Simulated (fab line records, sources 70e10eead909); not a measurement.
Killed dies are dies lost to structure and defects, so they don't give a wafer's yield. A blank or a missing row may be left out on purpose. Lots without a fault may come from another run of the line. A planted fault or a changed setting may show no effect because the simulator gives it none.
Problem report in the 8D (eight disciplines) form, filled by code | flow nand_harc | the parts of the form that need people (team, actions taken, sign-off) are left out

1. THE PROBLEM
killed_at_array at NHARC_END_SORT_01 reads a mean of 80 on 2 wafers of 1 lot; wafers without a fault read 27 with a standard deviation of 9.9. That is +5.4 standard deviations from the usual mean.
First seen on wafer L924.3, day 24 00:08, on prober-01. The record holds 36 wafers of 12 lots with a number at this step. Rule for "out", or "out of limits": more than 4 standard deviations from the usual mean. The other wafers with a number count as sound.

2. WHAT IT IS AND WHAT IT IS NOT
question                    | is                           | is not
which readings at this step | killed_at_array, killed_dies | killed_at_other, killed_at_periphery, killed_open, killed_short
which lots                  | L924                         | L907, L909, L910, L911, L913, L916, L917, L918, L919, L920, L921
which wafers of those lots  | L924.3, L924.6               | L924.2
read on which gauges        | prober-01                    | prober-02
when                        | from day 24 00:08            | up to then (34 sound wafers)

3. SUSPECTS, AND WHAT RULES EACH OUT
Counting: a tool at a process step up to the reading stays a suspect if it ran every lot that is out. Sound lots after the first of them don't rule it out here, since some wafers of a struck lot are sound.
- the gauge at NHARC_END_SORT_01: kept. All the wafers that are out were read on prober-01, and no step on other tools shows them out.
- rie_diel-04 at NHARC_A_SGD_CUT_ETCH_59 (etches the open film in N2/H2, target depth 260 nm, time 406.25 s): kept. It ran the lot that is out, L924 (day 18 11:59); its last sound lot up to then is L919 (day 16 21:37).
- pvd_sputter-02 at NHARC_THIN_TSV_PRE_CLEAN_50 (time 30 s): kept. It ran the lot that is out, L924 (day 23 14:52); its last sound lot up to then is L919 (day 22 06:54). NHARC_THIN_TSV_PRE_CLEAN_50 gives no start for some lots, so the hours and the order of its lots are those of NHARC_THIN_TSV_DESCUM_35.
- pvd_sputter-02 at NHARC_THIN_TSV_PVD_19 (deposits TaN, target thk 20 nm): kept. It ran the lot that is out, L924 (day 23 14:52); its last sound lot up to then is L919 (day 22 06:54). NHARC_THIN_TSV_PVD_19 gives no start for some lots, so the hours and the order of its lots are those of NHARC_THIN_TSV_DESCUM_35.
- rie_diel-10 at NHARC_THIN_TSV_DESCUM_35 (chemistry O2, time 3 s): kept. It ran the lot that is out, L924 (day 23 14:52); its last sound lot up to then is L910 (day 19 19:02).
- Within rie_diel-04 at NHARC_A_SGD_CUT_ETCH_59: the wafers that are out ran in chamber 0; their sound lot-mates ran in chamber 3.
- Within rie_diel-10 at NHARC_THIN_TSV_DESCUM_35: the wafers that are out ran in chambers 1, 2; their sound lot-mates ran in chamber 0.
Left after counting: rie_diel-04 at NHARC_A_SGD_CUT_ETCH_59, pvd_sputter-02 at NHARC_THIN_TSV_PRE_CLEAN_50, pvd_sputter-02 at NHARC_THIN_TSV_PVD_19, rie_diel-10 at NHARC_THIN_TSV_DESCUM_35, prober-01 at NHARC_END_SORT_01.

4. THE CAUSE (what the simulator had put in)
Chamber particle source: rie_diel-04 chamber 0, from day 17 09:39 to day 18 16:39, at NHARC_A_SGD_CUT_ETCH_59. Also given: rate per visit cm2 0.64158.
Counting left 5 suspects, and this tool is among them.

5. THE CHAIN OF EFFECTS, in route order
Each row: a reading whose mean over the struck wafers that have a number lies more than 3 standard deviations from the usual. Only readings for which the record gives a usual standard deviation are gone through. hours: the time from each lot's start at the first step in this table that gives one to its start at this step, as a median over the lots. sigmas: the change in usual standard deviations.
hours | step              | reading         | usual | on struck wafers | change | sigmas
0     | NHARC_END_SORT_01 | killed_at_array | 27    | 80               | +53    | +5.4
0     | NHARC_END_SORT_01 | killed_dies     | 31    | 82               | +52    | +5.2

6. WHAT WOULD HAVE CAUGHT IT SOONER
In this record the first reading out of limits at a measuring or inspecting step was taken at day 24 00:08, 158 hours after the fault began at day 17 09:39.
Of the tool readings at NHARC_A_SGD_CUT_ETCH_59 for which the record gives a usual standard deviation, none was out on any struck wafer, so an alarm limit of 4 standard deviations on them would not have fired.
All the lots that are out (1) had begun NHARC_A_SGD_CUT_ETCH_59 on rie_diel-04 by day 24 00:08. A hold on the tool at that time would have spared none of them.
